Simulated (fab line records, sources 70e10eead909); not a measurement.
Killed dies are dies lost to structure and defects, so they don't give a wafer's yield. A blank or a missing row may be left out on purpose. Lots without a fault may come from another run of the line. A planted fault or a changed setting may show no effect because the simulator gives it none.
Tool commonality check | flow nand_harc | 11 lots, 33 wafers sampled

WHY IT WAS OPENED
At NHARC_P_STI_CD_MEAS_09 the reading cd_nm is flagged on 2 of 11 lots. Wafers without a fault read 200.2 nm, standard deviation 2.2.
Rule: a lot is flagged when every wafer of it that has a number lies more than 4 standard deviations from that mean, or none has a number. The other lots count as sound.

lot  | measured     | on        | cd_nm (nm), wafer by wafer | flag
L395 | day 3 07:21  | cd_sem-02 | 201.4 203.2 199.7          |
L396 | day 3 16:30  | cd_sem-03 | 201.1 200.2 204.3          |
L397 | day 4 03:23  | cd_sem-02 | 202.1 199.3 202.4          |
L405 | day 7 13:17  | cd_sem-01 | 199.9 200.2 198.4          |
L406 | day 7 22:55  | cd_sem-02 | 198.3 198.3 196.6          |
L411 | day 9 21:20  | cd_sem-02 | 183.4 183.7 182.2          | FLAGGED
L412 | day 10 07:00 | cd_sem-02 | 179.6 182.5 182.4          | FLAGGED
L413 | day 10 17:53 | cd_sem-03 | 202.4 196.3 197.9          |
L414 | day 11 05:07 | cd_sem-02 | 200.8 197.8 201.4          |
L416 | day 11 22:32 | cd_sem-03 | 199.9 199.4 199.7          |
L417 | day 12 10:59 | cd_sem-01 | 202.1 197.9 200.1          |
The numbers of the flagged lots are 182.3 nm on average: -17.9 nm against the usual, or -8 standard deviations.

WHICH TOOL RAN EACH LOT
The record holds 1 process step before the reading, out of a route of 1302 steps. In each cell: the tool, then ch and the chambers that the sampled wafers went through, then the start.
lot  | flag    | NHARC_P_STI_PEB_07
L395 |         | litho_track-03 ch 0, day 3 07:16
L396 |         | litho_track-05 ch 0, day 3 16:25
L397 |         | litho_track-03 ch 0, day 4 03:18
L405 |         | litho_track-03 ch 0, day 7 13:12
L406 |         | litho_track-07 ch 0, day 7 22:50
L411 | FLAGGED | litho_track-03 ch 0, day 9 21:16
L412 | FLAGGED | litho_track-03 ch 0, day 10 06:55
L413 |         | litho_track-05 ch 0, day 10 17:48
L414 |         | litho_track-07 ch 0, day 11 05:01
L416 |         | litho_track-07 ch 0, day 11 22:26
L417 |         | litho_track-07 ch 0, day 12 10:53
What these steps do:
- NHARC_P_STI_PEB_07: peb time 80 s.
- NHARC_P_STI_CD_MEAS_09: target cd 200 nm.

FLAGGED OVER TOTAL, TOOL BY TOOL (the gauges that took the reading come last)
step                   | tool           | lots run | flagged | share of the flagged lots | sound lots run after its first flagged lot
NHARC_P_STI_PEB_07     | litho_track-03 | 5        | 2       | all                       | 0
NHARC_P_STI_PEB_07     | litho_track-05 | 2        | 0       | none                      | -
NHARC_P_STI_PEB_07     | litho_track-07 | 4        | 0       | none                      | -
NHARC_P_STI_CD_MEAS_09 | cd_sem-01      | 2        | 0       | none                      | -
NHARC_P_STI_CD_MEAS_09 | cd_sem-02      | 6        | 2       | all                       | 1 (L414)
NHARC_P_STI_CD_MEAS_09 | cd_sem-03      | 3        | 0       | none                      | -

WHAT THE TABLE ALLOWS
2 rows of the table ran every flagged lot: litho_track-03 at NHARC_P_STI_PEB_07, cd_sem-02 at NHARC_P_STI_CD_MEAS_09.
- litho_track-03 at NHARC_P_STI_PEB_07: 2 of its 5 lots flagged. Its last sound lot is L405 (day 7 13:12), its first flagged lot L411 (day 9 21:16): a fault that began between those two fits. Its own readings lie more than 4 standard deviations out on every wafer of the flagged lots: plate_temp_C.
- cd_sem-02 at NHARC_P_STI_CD_MEAS_09: 2 of its 6 lots flagged. Sound lots ran on it after the first flagged one (L414), which a lasting fault on the whole tool wouldn't allow.
One tool is left: litho_track-03 at NHARC_P_STI_PEB_07.

WHAT THE SIMULATOR HAD PUT IN
Process parameter drift: litho_track-03, from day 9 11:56 on, at NHARC_P_STI_PEB_07. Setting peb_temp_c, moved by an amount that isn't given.
Lots struck among those shown: L411, L412. The rule above found the same.
